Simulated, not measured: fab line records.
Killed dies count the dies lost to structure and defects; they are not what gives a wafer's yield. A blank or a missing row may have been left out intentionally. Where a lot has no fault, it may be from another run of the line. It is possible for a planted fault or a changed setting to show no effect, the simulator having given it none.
Matching of chambers :: flow n5 finfet :: N5_STI_FIN_REVEAL_ALD_14 on ald sin-03: 4 sister chambers
The step deposits Si3N4, target thk 3 nm. 16 wafers are shown with their chamber, then 8 later ones without.

WAFERS PAIRED WITH THEIR CHAMBERS
wafer: L076.2
chamber: 3
heater power w (W): 744

wafer: L076.5
chamber: 3
heater power w (W): 742

wafer: L076.6
chamber: 2
heater power w (W): 915

wafer: L080.1
chamber: 0
heater power w (W): 964

wafer: L080.4
chamber: 2
heater power w (W): 890

wafer: L080.5
chamber: 1
heater power w (W): 811

wafer: L081.3
chamber: 1
heater power w (W): 800

wafer: L081.4
chamber: 3
heater power w (W): 774

wafer: L081.6
chamber: 0
heater power w (W): 969

wafer: L082.1
chamber: 2
heater power w (W): 904

wafer: L082.2
chamber: 1
heater power w (W): 793

wafer: L082.4
chamber: 3
heater power w (W): 744

wafer: L086.1
chamber: 2
heater power w (W): 880

wafer: L086.3
chamber: 0
heater power w (W): 934

wafer: L086.4
chamber: 3
heater power w (W): 763

wafer: L092.1
chamber: 1
heater power w (W): 805

SIGNATURES, as means of the wafers listed above
reading: heater power w
chamber 0: 955.67
chamber 1: 802.25
chamber 2: 897.25
chamber 3: 753.40
scatter within a chamber: 14.2
Rule: for each reading, subtract the chamber's mean from the wafer's reading, divide by that reading's scatter and square the result; add these up over the readings and take the root, which gives the wafer's distance from the chamber. If the next closest chamber is less than 2 further off than the closest, the wafer can't be placed; otherwise it belongs to the closest. The scatter: the root of (the sum of the squares of (reading less its chamber's mean) over the shown wafers, divided by (wafers less chambers)).

WAFERS WHOSE CHAMBER IS MISSING
wafer: L092.2
heater power w (W): 886

wafer: L092.3
heater power w (W): 777

wafer: L094.3
heater power w (W): 752

wafer: L094.5
heater power w (W): 891

wafer: L094.6
heater power w (W): 790

wafer: L097.1
heater power w (W): 792

wafer: L097.3
heater power w (W): 941

wafer: L097.6
heater power w (W): 810

CHAMBER TAKEN BY EACH
wafer: L092.2
from the rows above: 2
in truth: 2

wafer: L092.3
from the rows above: can't be placed: 3 or 1
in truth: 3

wafer: L094.3
from the rows above: 3
in truth: 3

wafer: L094.5
from the rows above: 2
in truth: 2

wafer: L094.6
from the rows above: can't be placed: 1 or 3
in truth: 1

wafer: L097.1
from the rows above: can't be placed: 1 or 3
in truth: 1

wafer: L097.3
from the rows above: 0
in truth: 0

wafer: L097.6
from the rows above: 1
in truth: 1
5 of 8 placed correctly. Unplaceable from these rows: 3, with the true chamber sitting among the candidates in 3. 0 placed wrongly.
